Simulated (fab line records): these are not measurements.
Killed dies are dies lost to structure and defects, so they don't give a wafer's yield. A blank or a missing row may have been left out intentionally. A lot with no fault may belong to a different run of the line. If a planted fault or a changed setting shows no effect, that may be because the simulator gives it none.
Struck lot and sound lot, side by side :: flow n5_finfet :: 14 out of 1938 route steps
Sound: the wafers L293.1, L293.5, L293.6. The struck wafers were L291.4, L291.5, L291.6. Last of all comes the cause.
Order at every step that has rows: each side's tool, ch and its chambers, its first start. Under that, the readings that differ: sound wafers :: struck wafers :: difference of the means :: sigmas: that difference in standard deviations of wafers without a fault.
alike: a reading whose means differ by less than 2 such deviations, as well as words and numbers matching on both sides. not compared: withheld readings; readings where some wafer has no value; bounds like >300 that might hide an equal value; numbers whose values overlap and for which the record gives no deviation.
The two part at a step that has a row with sigmas, a row that says differs or no value, or rows on one side only. Numbers that don't overlap but have no deviation are shown without sigmas and don't part them. Lack of a reading on every wafer of one side parts them only where that side has two or more wafers.

first, 9 steps without rows for these wafers: N5_BEOL_M0_CUTY_DEVELOP_56 (develop time 30 s); N5_BEOL_M0_CUTY_DESCUM_61 (chemistry O2, time 7.9 s); N5_BEOL_M0_CUTY_ETCH_62 (etches SiARC in CF4, time 58.5 s); N5_BEOL_M0_CUTY_ETCH_63 (etches SOC in N2/H2, target depth 82.7 nm, overetch 16.5 nm, time 124 s); N5_BEOL_M0_CUTY_STRIP_64 (strips in N2/H2); N5_BEOL_M0_ETCH_138 (etches SiCN in CH3F/O2, target depth 12 nm, time 31.6 s); N5_BEOL_M0_HM_OPEN_105 (chemistry Cl2/BCl3, target TiN, target depth 12 nm); N5_BEOL_M0_STRIP_140 (strips in CF4); N5_BEOL_M0_STRIP_104 (strips in N2/H2).
N5_BEOL_M0_WET_ETCH_106: etches SiO2 in DHF, target depth 130 nm, rinse time 30 s.
  sound on wet_bench-05 ch 1,5,6, day 11 01:04; struck on wet_bench-05 ch 2,3,6, day 10 04:05
  no value came back on the struck wafers for bath_heat_duty_pct (%), rinse_temp_c (C); on the sound wafers bath_heat_duty_pct (%) reads 5.7 6.3 5.3
reading: model.SiO2_of_BEOL_M0_SAQP_ALD_48.thk_nm (nm)
sound: 0 0 0
struck: 12 11.8 11.4
difference: +12
sigmas: 
N5_BEOL_M0_ETCH_128: etches SiCN in CF4/N2, target depth 12 nm, overetch 5.1 nm, time 21.4 s.
  sound on rie_diel-03 ch 1,2, day 11 01:21; struck on rie_diel-03 ch 0,2,3, day 10 04:09
reading: bias_w (W)
sound: 69.76 69.63 69.66
struck: 70.10 70.14 70.12
difference: +0.44
sigmas: +2

reading: model.etch.depth_nm (nm)
sound: 8.361 8.407 8.783
struck: 11.96 11.76 11.33
difference: +3.17
sigmas: 
  alike: cf4_flow_sccm, drypump_motor_current_A, oes_product_au, rf_vpp_V, showerhead_plenum_p_Torr, throttle_valve_pct
  not compared: rf_hours_counter_h
then, 1 step without rows for these wafers: N5_BEOL_M0_TRENCH_ETCH_107 (etches SiOC in C4F6/O2, target depth 32.8 nm, time 16.4 s).
N5_BEOL_M4_RC_MEAS_101:
  the record has rows for the sound wafers here (prober-02 ch 0, day 14 18:13) and none for the struck ones
-- here the record skips 8 days between the struck wafers' starts before and after, leaving off in module BEOL_M4 and picking up in module PASSIVATION (first step shown: number 1936 of the route) --
N5_PASSIVATION_PROBE_49:
  the record has rows for the struck wafers here (prober-02, day 18 12:17) and none for the sound ones

## WHERE THEY PART
Last at N5_PASSIVATION_PROBE_49 as far as this record goes, first at N5_BEOL_M0_WET_ETCH_106.

WHY: the cause the simulator had injected
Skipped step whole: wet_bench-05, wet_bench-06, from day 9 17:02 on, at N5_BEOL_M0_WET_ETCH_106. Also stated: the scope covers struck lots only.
